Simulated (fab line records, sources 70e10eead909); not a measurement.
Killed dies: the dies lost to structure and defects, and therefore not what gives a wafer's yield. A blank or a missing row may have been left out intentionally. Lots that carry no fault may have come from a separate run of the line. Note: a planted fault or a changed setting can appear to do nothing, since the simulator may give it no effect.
What tool caused it? | flow nandHarc | 72 wafers from 24 lots sampled at 6 of the route's 1302 steps

WHAT THE GAUGES SHOWED, per wafer
The record holds no reading of a measuring or inspecting step that can be judged against a usual standard deviation.

WHICH TOOL RAN EACH LOT (tool, then ch and the chambers of the sampled wafers, then the start)
lot  | NHARC_A_STAIRCASE_ETCH_15                    | NHARC_A_STAIRCASE_ETCH_23                    | NHARC_A_STAIRCASE_TRIM_187        | NHARC_A_STAIRCASE_TRIM_222                   | NHARC_A_STAIRCASE_ETCH_230                   | NHARC_A_STAIRCASE_STRIP_238
L074 | rieDiel-01 ch 1,2, day 15 13:35 or earlier   | rieDiel-01 ch 0,2, day 15 13:35 or earlier   | rieDiel-01 ch 0,1, day 15 13:35   | rieDiel-13 ch 1,2,3, day 15 20:04 or earlier | rieDiel-01 ch 0,2, day 15 20:04 or earlier   | plasmaAsher-01 ch 0,1, day 15 20:04
L075 | rieDiel-01 ch 0,1,2, day 16 07:15 or earlier | rieDiel-01 ch 1,3, day 16 07:15 or earlier   | rieDiel-13 ch 1,2,3, day 16 07:15 | rieDiel-01 ch 1,2, day 16 13:49 or earlier   | rieDiel-01 ch 0,3, day 16 13:49 or earlier   | plasmaAsher-02 ch 0,1, day 16 13:49
L076 | rieDiel-07 ch 0,3, day 16 08:20 or earlier   | rieDiel-01 ch 1,2,3, day 16 08:20 or earlier | rieDiel-07 ch 1,3, day 16 08:20   | rieDiel-13 ch 0,1,3, day 16 14:08 or earlier | rieDiel-07 ch 0,3, day 16 14:08 or earlier   | plasmaAsher-01 ch 0,1, day 16 14:08
L077 | rieDiel-07 ch 0,3, day 17 07:21 or earlier   | rieDiel-13 ch 2,3, day 17 07:21 or earlier   | rieDiel-07 ch 0,2,3, day 17 07:21 | rieDiel-07 ch 0,1,3, day 17 14:10 or earlier | rieDiel-07 ch 0,3, day 17 14:10 or earlier   | plasmaAsher-01 ch 0,1, day 17 14:10
L078 | rieDiel-07 ch 0,1, day 17 07:45 or earlier   | rieDiel-07 ch 0,1,2, day 17 07:45 or earlier | rieDiel-07 ch 0,1,3, day 17 07:45 | rieDiel-01 ch 0,2,3, day 17 14:48 or earlier | rieDiel-01 ch 0,2,3, day 17 14:48 or earlier | plasmaAsher-02 ch 0,1, day 17 14:48
L079 | rieDiel-07 ch 0,1,3, day 17 18:19 or earlier | rieDiel-01 ch 2,3, day 17 18:19 or earlier   | rieDiel-07 ch 1,2,3, day 17 18:19 | rieDiel-13 ch 0,1, day 18 00:09 or earlier   | rieDiel-13 ch 0,1,2, day 18 00:09 or earlier | plasmaAsher-02 ch 0,1, day 18 00:09
L081 | rieDiel-01 ch 0,2, day 18 18:00 or earlier   | rieDiel-13 ch 1,2,3, day 18 18:00 or earlier | rieDiel-07 ch 1,2,3, day 18 18:00 | rieDiel-01 ch 0,2, day 18 23:47 or earlier   | rieDiel-07 ch 1,2,3, day 18 23:47 or earlier | plasmaAsher-01 ch 0,1, day 18 23:47
L080 | rieDiel-01 ch 0,1,3, day 18 19:57 or earlier | rieDiel-01 ch 0,1,3, day 18 19:57 or earlier | rieDiel-13 ch 2,3, day 18 19:57   | rieDiel-13 ch 2,3, day 19 02:08 or earlier   | rieDiel-01 ch 0,2, day 19 02:08 or earlier   | plasmaAsher-01 ch 0,1, day 19 02:08
L082 | rieDiel-07 ch 0,2,3, day 18 23:29 or earlier | rieDiel-07 ch 1,2,3, day 18 23:29 or earlier | rieDiel-01 ch 1,2, day 18 23:29   | rieDiel-13 ch 0,2,3, day 19 05:29 or earlier | rieDiel-01 ch 0,2, day 19 05:29 or earlier   | plasmaAsher-01 ch 0,1, day 19 05:29
L084 | rieDiel-07 ch 1,2,3, day 20 00:38 or earlier | rieDiel-07 ch 0,1,2, day 20 00:38 or earlier | rieDiel-07 ch 1,2,3, day 20 00:38 | rieDiel-01 ch 1,2,3, day 20 06:37 or earlier | rieDiel-01 ch 0,1,3, day 20 06:37 or earlier | plasmaAsher-02 ch 0,1, day 20 06:37
L083 | rieDiel-01 ch 2,3, day 20 01:29 or earlier   | rieDiel-01 ch 2,3, day 20 01:29 or earlier   | rieDiel-01 ch 0,1, day 20 01:29   | rieDiel-13 ch 0,2,3, day 20 07:17 or earlier | rieDiel-07 ch 2,3, day 20 07:17 or earlier   | plasmaAsher-01 ch 0,1, day 20 07:17
L085 | rieDiel-01 ch 1,2,3, day 20 03:58 or earlier | rieDiel-07 ch 0,2,3, day 20 03:58 or earlier | rieDiel-13 ch 1,2,3, day 20 03:58 | rieDiel-13 ch 0,1, day 20 09:49 or earlier   | rieDiel-07 ch 0,3, day 20 09:49 or earlier   | plasmaAsher-01 ch 0,1, day 20 09:49
L086 | rieDiel-13 ch 0,1, day 20 22:17 or earlier   | rieDiel-13 ch 1,2, day 20 22:17 or earlier   | rieDiel-13 ch 0,1, day 20 22:17   | rieDiel-13 ch 1,2, day 21 04:53 or earlier   | rieDiel-07 ch 0,1,2, day 21 04:53 or earlier | plasmaAsher-02 ch 0, day 21 04:53
L087 | rieDiel-13 ch 1,3, day 21 04:52 or earlier   | rieDiel-01 ch 2,3, day 21 04:52 or earlier   | rieDiel-13 ch 0,3, day 21 04:52   | rieDiel-07 ch 0,3, day 21 11:20 or earlier   | rieDiel-13 ch 1,3, day 21 11:20 or earlier   | plasmaAsher-01 ch 0,1, day 21 11:20
L089 | rieDiel-01 ch 1,2,3, day 21 21:47 or earlier | rieDiel-07 ch 1,2,3, day 21 21:47 or earlier | rieDiel-07 ch 0,1,3, day 21 21:47 | rieDiel-13 ch 0,2,3, day 22 03:52 or earlier | rieDiel-01 ch 1,2, day 22 03:52 or earlier   | plasmaAsher-01 ch 0, day 22 03:52
L088 | rieDiel-07 ch 2,3, day 22 11:47 or earlier   | rieDiel-07 ch 0,1,2, day 22 11:47 or earlier | rieDiel-13 ch 0,1,2, day 22 11:47 | rieDiel-01 ch 0,1,2, day 22 18:04 or earlier | rieDiel-01 ch 0,3, day 22 18:04 or earlier   | plasmaAsher-02 ch 0,1, day 22 18:04
L090 | rieDiel-13 ch 0,1,3, day 22 12:07 or earlier | rieDiel-13 ch 0,1,3, day 22 12:07 or earlier | rieDiel-07 ch 0,2,3, day 22 12:07 | rieDiel-01 ch 1,2,3, day 22 18:46 or earlier | rieDiel-07 ch 0,1,3, day 22 18:46 or earlier | plasmaAsher-02 ch 0,1, day 22 18:46
L091 | rieDiel-01 ch 0,2, day 22 12:17 or earlier   | rieDiel-01 ch 2,3, day 22 12:17 or earlier   | rieDiel-01 ch 0,3, day 22 12:17   | rieDiel-07 ch 0,2,3, day 22 18:31 or earlier | rieDiel-07 ch 1,2,3, day 22 18:31 or earlier | plasmaAsher-02 ch 0, day 22 18:31
L092 | rieDiel-07 ch 1,2, day 23 04:36 or earlier   | rieDiel-07 ch 0,3, day 23 04:36 or earlier   | rieDiel-01 ch 0,1,2, day 23 04:36 | rieDiel-13 ch 0,1,3, day 23 11:00 or earlier | rieDiel-13 ch 0,3, day 23 11:00 or earlier   | plasmaAsher-02 ch 0,1, day 23 11:00
L093 | rieDiel-07 ch 0,2,3, day 23 16:37 or earlier | rieDiel-07 ch 0,2,3, day 23 16:37 or earlier | rieDiel-07 ch 2,3, day 23 16:37   | rieDiel-07 ch 1,2,3, day 23 22:22 or earlier | rieDiel-07 ch 0,1,3, day 23 22:22 or earlier | plasmaAsher-02 ch 0,1, day 23 22:22
L094 | rieDiel-13 ch 0,1, day 24 10:23 or earlier   | rieDiel-07 ch 0,1,3, day 24 10:23 or earlier | rieDiel-13 ch 0,1,3, day 24 10:23 | rieDiel-07 ch 1,2,3, day 24 16:22 or earlier | rieDiel-13 ch 1,3, day 24 16:22 or earlier   | plasmaAsher-02 ch 0,1, day 24 16:22
L096 | rieDiel-07 ch 0,1,3, day 24 22:18 or earlier | rieDiel-07 ch 0,1, day 24 22:18 or earlier   | rieDiel-13 ch 1,2,3, day 24 22:18 | rieDiel-13 ch 0,3, day 25 08:25 or earlier   | rieDiel-13 ch 0,2,3, day 25 08:25 or earlier | plasmaAsher-01 ch 0,1, day 25 08:25
L095 | rieDiel-13 ch 0,2, day 24 22:35 or earlier   | rieDiel-01 ch 1,2,3, day 24 22:35 or earlier | rieDiel-01 ch 0,1,3, day 24 22:35 | rieDiel-13 ch 0,1,3, day 25 06:43 or earlier | rieDiel-13 ch 0,1,3, day 25 06:43 or earlier | plasmaAsher-02 ch 0, day 25 06:43
L097 | rieDiel-01 ch 0,1,2, day 25 10:47 or earlier | rieDiel-07 ch 0,1,3, day 25 10:47 or earlier | rieDiel-01 ch 1,2,3, day 25 10:47 | rieDiel-13 ch 0,2,3, day 25 18:43 or earlier | rieDiel-01 ch 0,1,2, day 25 18:43 or earlier | plasmaAsher-01 ch 0,1, day 25 18:43
- NHARC_A_STAIRCASE_ETCH_15: etches the open film in C4F8/O2, target depth 100 nm, time 40.5 s.
- NHARC_A_STAIRCASE_ETCH_23: etches the open film in C4F8/O2, target depth 100 nm, time 40.5 s.
- NHARC_A_STAIRCASE_TRIM_187: chemistry O2, time 211.2 s.
- NHARC_A_STAIRCASE_TRIM_222: chemistry O2, time 211.2 s.
- NHARC_A_STAIRCASE_ETCH_230: etches the open film in C4F8/O2, target depth 100 nm, time 40.5 s.
- NHARC_A_STAIRCASE_STRIP_238: strips in O2.

AS READ BY THE TOOLS THEMSELVES (means over the sampled wafers that have a number; for cases with no such wafer, the mark the record gives instead)
NHARC_A_STAIRCASE_ETCH_15.
lot  | tool       | oesProductAu (a.u.) | rfVppV (V)
L074 | rieDiel-01 | 0.933               | 895.8
L075 | rieDiel-01 | 0.945               | 895.1
L076 | rieDiel-07 | 0.958               | 897.4
L077 | rieDiel-07 | 0.946               | 900.1
L078 | rieDiel-07 | 0.940               | 900.3
L079 | rieDiel-07 | 0.954               | 898.6
L081 | rieDiel-01 | 0.953               | 892.6
L080 | rieDiel-01 | 0.941               | 892.3
L082 | rieDiel-07 | 0.955               | 896.9
L084 | rieDiel-07 | 0.952               | 895.2
L083 | rieDiel-01 | 0.956               | 895.1
L085 | rieDiel-01 | 0.945               | 894.5
L086 | rieDiel-13 | 0.958               | 895.6
L087 | rieDiel-13 | 0.942               | 893.0
L089 | rieDiel-01 | 0.948               | 895.1
L088 | rieDiel-07 | 0.949               | 893.6
L090 | rieDiel-13 | 0.938               | 894.1
L091 | rieDiel-01 | 0.969               | 893.1
L092 | rieDiel-07 | 0.942               | 896.7
L093 | rieDiel-07 | 0.955               | 896.0
L094 | rieDiel-13 | 0.948               | 893.3
L096 | rieDiel-07 | 0.953               | 897.2
L095 | rieDiel-13 | 0.940               | 893.3
L097 | rieDiel-01 | 0.951               | 892.6

NHARC_A_STAIRCASE_ETCH_23.
lot  | tool       | oesProductAu (a.u.) | rfVppV (V)
L074 | rieDiel-01 | 0.939               | 894.3
L075 | rieDiel-01 | 0.951               | 894.2
L076 | rieDiel-01 | 0.953               | 894.7
L077 | rieDiel-13 | 0.950               | 893.8
L078 | rieDiel-07 | 0.949               | 897.9
L079 | rieDiel-01 | 0.946               | 895.4
L081 | rieDiel-13 | 0.956               | 893.5
L080 | rieDiel-01 | 0.950               | 893.2
L082 | rieDiel-07 | 0.945               | 894.5
L084 | rieDiel-07 | 0.941               | 897.2
L083 | rieDiel-01 | 0.946               | 895.3
L085 | rieDiel-07 | 0.947               | 896.2
L086 | rieDiel-13 | 0.949               | 892.5
L087 | rieDiel-01 | 0.962               | 893.7
L089 | rieDiel-07 | 0.961               | 895.3
L088 | rieDiel-07 | 0.943               | 896.9
L090 | rieDiel-13 | 0.938               | 893.3
L091 | rieDiel-01 | 0.964               | 895.3
L092 | rieDiel-07 | 0.927               | 898.8
L093 | rieDiel-07 | 0.951               | 895.3
L094 | rieDiel-07 | 0.960               | 896.8
L096 | rieDiel-07 | 0.949               | 898.5
L095 | rieDiel-01 | 0.950               | 893.8
L097 | rieDiel-07 | 0.951               | 897.9

NHARC_A_STAIRCASE_TRIM_187.
lot  | tool       | drypumpMotorCurrentA (A) | mfcArSccm (sccm) | oesProductAu (a.u.) | rfVppV (V) | showerheadPlenumPTorr (Torr) | throttleValvePct (%)
L074 | rieDiel-01 | 5.3                      | 0.014            | 1.003               | 57.5       | 3.48                         | 17.035
L075 | rieDiel-13 | 5.9                      | 0.019            | 0.988               | 58.8       | 3.46                         | 17.046
L076 | rieDiel-07 | 5.4                      | 0.015            | 1.013               | 57.2       | 3.55                         | 17.042
L077 | rieDiel-07 | 5.6                      | 0.005            | 1.001               | 57.8       | 3.54                         | 17.034
L078 | rieDiel-07 | 5.6                      | 0.010            | 1.013               | 57.7       | 3.59                         | 17.036
L079 | rieDiel-07 | 5.8                      | 0.010            | 1.007               | 58.7       | 3.52                         | 17.038
L081 | rieDiel-07 | 5.8                      | 0.010            | 1.014               | 57.6       | 3.52                         | 17.039
L080 | rieDiel-13 | 6.0                      | 0.025            | 0.993               | 58.2       | 3.45                         | 17.045
L082 | rieDiel-01 | 4.9                      | 0.021            | 0.987               | 57.1       | 3.50                         | 17.041
L084 | rieDiel-07 | 5.8                      | 0.010            | 0.992               | 57.9       | 3.51                         | 17.043
L083 | rieDiel-01 | 5.8                      | 0.007            | 1.005               | 57.4       | 3.43                         | 17.045
L085 | rieDiel-13 | 6.0                      | 0.019            | 1.005               | 57.9       | 3.44                         | 17.034
L086 | rieDiel-13 | 5.6                      | 0.014            | 1.016               | 56.9       | 3.46                         | 17.034
L087 | rieDiel-13 | 6.0                      | 0.024            | 0.992               | 58.5       | 3.50                         | 17.039
L089 | rieDiel-07 | 5.6                      | 0.010            | 1.010               | 57.7       | 3.58                         | 17.038
L088 | rieDiel-13 | 5.7                      | 0.020            | 0.995               | 57.2       | 3.46                         | 17.028
L090 | rieDiel-07 | 5.6                      | 0.005            | 1.011               | 58.0       | 3.52                         | 17.034
L091 | rieDiel-01 | 6.1                      | 0.000            | 1.026               | 57.3       | 3.41                         | 17.032
L092 | rieDiel-01 | 5.5                      | 0.014            | 1.005               | 57.6       | 3.45                         | 17.044
L093 | rieDiel-07 | 5.8                      | 0.005            | 1.001               | 57.2       | 3.44                         | 17.038
L094 | rieDiel-13 | 5.8                      | 0.019            | 0.994               | 56.0       | 3.47                         | 17.038
L096 | rieDiel-13 | 5.9                      | 0.019            | 0.985               | 57.6       | 3.42                         | 17.040
L095 | rieDiel-01 | 5.6                      | 0.007            | 1.007               | 58.0       | 3.43                         | 17.031
L097 | rieDiel-01 | 5.2                      | 0.014            | 1.001               | 57.4       | 3.46                         | 17.037

NHARC_A_STAIRCASE_TRIM_222.
lot  | tool       | drypumpMotorCurrentA (A) | mfcArSccm (sccm) | oesProductAu (a.u.) | rfVppV (V) | showerheadPlenumPTorr (Torr) | throttleValvePct (%)
L074 | rieDiel-13 | 5.9                      | 0.019            | 1.002               | 57.2       | 3.46                         | 17.030
L075 | rieDiel-01 | 5.1                      | 0.022            | 0.998               | 57.6       | 3.52                         | 17.036
L076 | rieDiel-13 | 5.8                      | 0.019            | 1.001               | 58.1       | 3.50                         | 17.030
L077 | rieDiel-07 | 5.6                      | 0.010            | 1.006               | 58.2       | 3.59                         | 17.037
L078 | rieDiel-01 | 5.8                      | 0.007            | 1.012               | 57.7       | 3.47                         | 17.047
L079 | rieDiel-13 | 5.5                      | 0.020            | 1.016               | 57.5       | 3.52                         | 17.036
L081 | rieDiel-01 | 6.0                      | 0.007            | 1.017               | 57.0       | 3.44                         | 17.037
L080 | rieDiel-13 | 6.0                      | 0.025            | 0.982               | 57.8       | 3.45                         | 17.041
L082 | rieDiel-13 | 5.8                      | 0.025            | 0.989               | 57.8       | 3.49                         | 17.033
L084 | rieDiel-01 | 5.2                      | 0.014            | 1.004               | 57.5       | 3.49                         | 17.039
L083 | rieDiel-13 | 5.9                      | 0.025            | 1.004               | 57.3       | 3.48                         | 17.041
L085 | rieDiel-13 | 5.6                      | 0.014            | 1.022               | 57.8       | 3.47                         | 17.046
L086 | rieDiel-13 | 5.8                      | 0.020            | 0.996               | 57.4       | 3.43                         | 17.038
L087 | rieDiel-07 | 5.2                      | 0.010            | 1.012               | 58.1       | 3.55                         | 17.040
L089 | rieDiel-13 | 5.9                      | 0.025            | 0.992               | 57.8       | 3.47                         | 17.026
L088 | rieDiel-01 | 5.4                      | 0.014            | 1.012               | 57.8       | 3.46                         | 17.034
L090 | rieDiel-01 | 5.2                      | 0.014            | 0.999               | 58.4       | 3.48                         | 17.040
L091 | rieDiel-07 | 5.6                      | 0.005            | 1.010               | 57.7       | 3.52                         | 17.044
L092 | rieDiel-13 | 5.8                      | 0.019            | 0.992               | 57.5       | 3.47                         | 17.029
L093 | rieDiel-07 | 5.8                      | 0.010            | 1.007               | 57.3       | 3.50                         | 17.039
L094 | rieDiel-07 | 5.8                      | 0.010            | 1.008               | 58.5       | 3.49                         | 17.043
L096 | rieDiel-13 | 5.7                      | 0.025            | 0.982               | 57.4       | 3.50                         | 17.036
L095 | rieDiel-13 | 5.7                      | 0.019            | 0.988               | 56.6       | 3.46                         | 17.035
L097 | rieDiel-13 | 5.8                      | 0.025            | 0.989               | 57.4       | 3.46                         | 17.041

NHARC_A_STAIRCASE_ETCH_230.
lot  | tool       | oesProductAu (a.u.) | rfVppV (V)
L074 | rieDiel-01 | 0.979               | 894
L075 | rieDiel-01 | 0.954               | 893
L076 | rieDiel-07 | 0.977               | 897
L077 | rieDiel-07 | 0.946               | 899
L078 | rieDiel-01 | 0.956               | 894
L079 | rieDiel-13 | 0.951               | 894
L081 | rieDiel-07 | 0.985               | 896
L080 | rieDiel-01 | 0.981               | 894
L082 | rieDiel-01 | 0.971               | 895
L084 | rieDiel-01 | 0.953               | 894
L083 | rieDiel-07 | 0.978               | 895
L085 | rieDiel-07 | 0.976               | 899
L086 | rieDiel-07 | 0.974               | 896
L087 | rieDiel-13 | 0.971               | 892
L089 | rieDiel-01 | 0.955               | 895
L088 | rieDiel-01 | 0.963               | 892
L090 | rieDiel-07 | 0.952               | 898
L091 | rieDiel-07 | 0.932               | 896
L092 | rieDiel-13 | 0.939               | 895
L093 | rieDiel-07 | 0.953               | 898
L094 | rieDiel-13 | 0.973               | 892
L096 | rieDiel-13 | 0.932               | 893
L095 | rieDiel-13 | 0.922               | 894
L097 | rieDiel-01 | 0.970               | 893

NHARC_A_STAIRCASE_STRIP_238.
lot  | tool           | drypumpMotorCurrentA (A) | heaterPowerW (W)
L074 | plasmaAsher-01 | 5.2                      | 336
L075 | plasmaAsher-02 | 6.0                      | 348
L076 | plasmaAsher-01 | 5.2                      | 329
L077 | plasmaAsher-01 | 5.3                      | 340
L078 | plasmaAsher-02 | 6.0                      | 355
L079 | plasmaAsher-02 | 5.9                      | 315
L081 | plasmaAsher-01 | 5.2                      | 328
L080 | plasmaAsher-01 | 5.2                      | 331
L082 | plasmaAsher-01 | 5.3                      | 339
L084 | plasmaAsher-02 | 5.9                      | 312
L083 | plasmaAsher-01 | 5.2                      | 328
L085 | plasmaAsher-01 | 5.2                      | 340
L086 | plasmaAsher-02 | 5.7                      | 278
L087 | plasmaAsher-01 | 5.3                      | 345
L089 | plasmaAsher-01 | 5.3                      | 357
L088 | plasmaAsher-02 | 5.9                      | 309
L090 | plasmaAsher-02 | 6.0                      | 336
L091 | plasmaAsher-02 | 5.7                      | 280
L092 | plasmaAsher-02 | 6.0                      | 342
L093 | plasmaAsher-02 | 6.0                      | 340
L094 | plasmaAsher-02 | 6.0                      | 337
L096 | plasmaAsher-01 | 5.2                      | 323
L095 | plasmaAsher-02 | 5.7                      | 283
L097 | plasmaAsher-01 | 5.2                      | 322

THE ANSWER, worked out from the rows above alone
Rule: the lots themselves supply what counts as usual. The widest of any qualifying gaps counts: lots, ordered by their means at a reading, are off when they make up no more than a third of the lots, leave a main group of 4 or more, and stand apart from it by 3 or more times the standard deviation of that group's means. If all means in a main group match to the digits the tables above print for the reading, that group is not used. Also off: a lot with no number at a reading for which 4 or more lots have one. All remaining lots with rows at the step are treated as sound. Order of review: gauges by route order, followed by the tools' own readings, for which a lot's mean as printed above is used. The first step at which some lot is off is used, and at that step the reading that is off furthest; a lot without a number counts as furthest.
Across all readings shown, no lot is off: no conclusion can be drawn from this.

WHAT THE SIMULATOR HAD INSERTED
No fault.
